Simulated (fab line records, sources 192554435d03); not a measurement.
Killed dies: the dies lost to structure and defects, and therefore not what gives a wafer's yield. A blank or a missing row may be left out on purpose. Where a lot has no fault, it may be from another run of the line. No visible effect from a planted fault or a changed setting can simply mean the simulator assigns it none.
Struck lot and sound lot, side by side -- flow n5Finfet -- 14 out of 1938 route steps
Sound: these wafers, L757.1, L757.2, L757.4. The struck wafers were L751.1, L751.2, L751.4. At the end, the cause is stated.
At each step with rows: each side's tool, then ch and its chambers, then its first start. Under that, the readings that differ: sound wafers -- struck wafers -- difference of the means -- sigmas: that difference in standard deviations of wafers without a fault.
alike: same words and numbers on both sides, and readings whose means sit less than 2 such deviations apart. not compared: any withheld reading, any reading some wafer has no value for, any bound like >300 that may hide the same value, and any number with overlapping values for which the record gives no deviation.
Wherever a step has rows on one side only, a row that says differs or no value, or a row with sigmas, the two part there. Numbers that don't overlap but have no deviation are shown without sigmas and don't part them. A reading that every wafer of one side lacks parts them only if that side has two wafers or more.

N5_BEOL_M12_VIA_ETCH_16: etches SiOC in C4F8/O2/Ar, target depth 724.8 nm.
  sound on rieDiel-04 ch 1,3, day 16 15:57; struck on rieDiel-02 ch 0,2,3, day 15 09:14
  alike: biasW, drypumpMotorCurrentA, oesProductAu, rfVppV, showerheadPlenumPTorr, throttleValvePct
N5_BEOL_M12_STRIP_63: strips in N2/H2.
  sound on plasmaAsher-02 ch 0,1, day 16 16:09; struck on plasmaAsher-02 ch 0,1, day 15 09:26
  alike: drypumpMotorCurrentA, h2FlowSccm, heaterPowerW, oesProductAu, stripTimeToEndpointS
  not compared: rfHoursCounterH
N5_BEOL_M12_STRIP_64: strips in N2/H2.
  sound on plasmaAsher-02 ch 0,1, day 16 16:13; struck on plasmaAsher-02 ch 0,1, day 15 09:30
reading,sound,struck,difference,sigmas
stripTimeToEndpointS (s),31.19 31.13 31.20,31.43 31.43 31.46,+0.27,+3
  alike: drypumpMotorCurrentA, h2FlowSccm, heaterPowerW, oesProductAu
  not compared: rfHoursCounterH
then, 2 steps without rows for these wafers: N5_BEOL_M12_STRIP_71 (strips in post etch residue remover, time 60 s); N5_BEOL_M12_SRD_72 (time 30 s, dry time 30 s).
N5_BEOL_M12_CD_MEAS_17: target cd 140 nm.
  struck on cdSem-02, day 15 09:39; sound on cdSem-02, day 16 16:23
  alike: cdNm
then, 6 steps without rows for these wafers: N5_BEOL_M12_COAT_65 (time 60 s, resist thk 300 nm); N5_BEOL_M12_COAT_66 (time 60 s, resist thk 110 nm); N5_BEOL_M12_COAT_22 (resist thk 300 nm); N5_BEOL_M12_EBR_24; N5_BEOL_M12_SOFTBAKE_23 (time 60 s); N5_BEOL_M12_EXPOSE_25 (exposes mask M12).
N5_BEOL_M12_PEB_26: peb time 90 s.
  sound on lithoTrack-04 ch 0, day 16 16:36; struck on lithoTrack-02, day 15 09:59
  no value came back on the struck wafers for chillPlateTempC (C), exhaustPa (Pa); on the sound wafers chillPlateTempC (C) reads 22.88 22.94 23.00
then, 1 step without rows for these wafers: N5_BEOL_M12_DEVELOP_27 (develop time 45 s).

== WHERE THEY PART ==
Earliest at N5_BEOL_M12_STRIP_64; latest, in this record, at N5_BEOL_M12_PEB_26.

WHY: what the simulator had put in
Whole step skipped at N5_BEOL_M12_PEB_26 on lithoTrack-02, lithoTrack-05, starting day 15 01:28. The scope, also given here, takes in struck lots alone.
